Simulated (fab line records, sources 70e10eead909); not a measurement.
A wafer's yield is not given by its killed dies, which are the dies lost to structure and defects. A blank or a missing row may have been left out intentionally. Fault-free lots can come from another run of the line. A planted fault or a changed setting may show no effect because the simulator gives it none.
Matching of chambers / flow nand harc / rie si-05 running NHARC_A_WL_FILL_ETCHBACK_26: 4 sister chambers
The step etches the open film in HBr, target depth 52 nm, time 13.3 s. 8 wafers are shown with their chamber, then 10 later ones without.

WAFERS, EACH WITH ITS CHAMBER
wafer=L079.1; chamber=3; drypump motor current A (A)=6.6; hbr flow sccm (sccm)=150.1
wafer=L085.2; chamber=0; drypump motor current A (A)=6.0; hbr flow sccm (sccm)=150.4
wafer=L085.4; chamber=1; drypump motor current A (A)=5.3; hbr flow sccm (sccm)=150.7
wafer=L086.2; chamber=0; drypump motor current A (A)=6.0; hbr flow sccm (sccm)=150.2
wafer=L086.4; chamber=2; drypump motor current A (A)=6.1; hbr flow sccm (sccm)=150.0
wafer=L086.5; chamber=1; drypump motor current A (A)=5.3; hbr flow sccm (sccm)=149.9
wafer=L089.1; chamber=2; drypump motor current A (A)=6.0; hbr flow sccm (sccm)=149.9
wafer=L089.2; chamber=3; drypump motor current A (A)=6.7; hbr flow sccm (sccm)=150.0

WAFERS WITH NO CHAMBER GIVEN
wafer=L089.5; drypump motor current A (A)=6.0; hbr flow sccm (sccm)=150.4
wafer=L093.2; drypump motor current A (A)=6.1; hbr flow sccm (sccm)=149.4
wafer=L093.3; drypump motor current A (A)=6.7; hbr flow sccm (sccm)=149.1
wafer=L093.5; drypump motor current A (A)=6.1; hbr flow sccm (sccm)=150.0
wafer=L092.1; drypump motor current A (A)=5.3; hbr flow sccm (sccm)=151.5
wafer=L092.4; drypump motor current A (A)=6.0; hbr flow sccm (sccm)=149.5
wafer=L092.6; drypump motor current A (A)=6.7; hbr flow sccm (sccm)=149.7
wafer=L095.1; drypump motor current A (A)=5.4; hbr flow sccm (sccm)=149.9
wafer=L095.4; drypump motor current A (A)=6.0; hbr flow sccm (sccm)=149.8
wafer=L095.5; drypump motor current A (A)=5.3; hbr flow sccm (sccm)=150.5

EACH ONE'S CHAMBER
wafer=L089.5; from the rows above=can't be placed: 0 or 2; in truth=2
wafer=L093.2; from the rows above=can't be placed: 2 or 0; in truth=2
wafer=L093.3; from the rows above=3; in truth=3
wafer=L093.5; from the rows above=can't be placed: 2 or 0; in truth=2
wafer=L092.1; from the rows above=1; in truth=1
wafer=L092.4; from the rows above=can't be placed: 2 or 0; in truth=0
wafer=L092.6; from the rows above=3; in truth=3
wafer=L095.1; from the rows above=1; in truth=1
wafer=L095.4; from the rows above=can't be placed: 2 or 0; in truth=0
wafer=L095.5; from the rows above=1; in truth=1
5 of 10 placed correctly. Not placeable from these rows: 5 (in 5, the candidates include the true chamber). Placed wrongly: 0.
How it was worked out, from the rows above alone: a wafer's distance from a chamber is the root of the sum, over the readings, of the square of ((its reading less the chamber's mean) divided by the reading's scatter). The wafer belongs to the nearest chamber; if the next one is less than 2 further off, it can't be placed. Each chamber's mean is taken over the wafers shown for it. The scatter: the root of (the sum of the squares of (reading less its chamber's mean) over the shown wafers, divided by (wafers less chambers)).
